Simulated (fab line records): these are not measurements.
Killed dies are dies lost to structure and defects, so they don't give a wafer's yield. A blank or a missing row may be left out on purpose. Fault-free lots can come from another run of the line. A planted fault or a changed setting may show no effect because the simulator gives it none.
Matching of chambers | flow nandHarc | NHARC_A_CONTACT_DEP_85 on pecvd-03 has 3 sister chambers
The step deposits SiON, target thk 50 nm. 3 wafers are shown with their chamber, then 9 later ones without.

## EACH WAFER AND ITS CHAMBER
wafer  | chamber | heaterPowerW (W)
L091.3 | 0       | 824
L091.4 | 1       | 587
L091.5 | 2       | 567

## WAFERS WITH NO CHAMBER GIVEN
wafer  | heaterPowerW (W)
L093.1 | 606
L093.2 | 646
L093.5 | 804
L093.3 | 811
L093.4 | 610
L093.6 | 648
L097.1 | 796
L097.5 | 650
L097.6 | 609

## WHICH CHAMBER EACH WENT THROUGH
wafer  | from the rows above     | in truth
L093.1 | can't be placed: 1 or 2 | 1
L093.2 | can't be placed: 1 or 2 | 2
L093.5 | 0                       | 0
L093.3 | 0                       | 0
L093.4 | can't be placed: 1 or 2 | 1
L093.6 | can't be placed: 1 or 2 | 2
L097.1 | 0                       | 0
L097.5 | can't be placed: 1 or 2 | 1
L097.6 | can't be placed: 1 or 2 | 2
Correctly placed: 3 of 9. Can't be placed from these rows: 6 (the true chamber is among the candidates in 6). Placed wrongly: 0.
How it was worked out, from the rows above alone: a wafer's distance from a chamber is the root of the sum, over the readings, of the square of ((its reading less the chamber's mean) divided by the reading's scatter). If the next closest chamber is less than 2 further off than the closest, the wafer can't be placed; otherwise it belongs to the closest. Each chamber's mean is taken over the wafers shown for it. The scatter: root of mean squared gap, hidden wafer to nearest shown wafer, with one shown wafer a chamber.
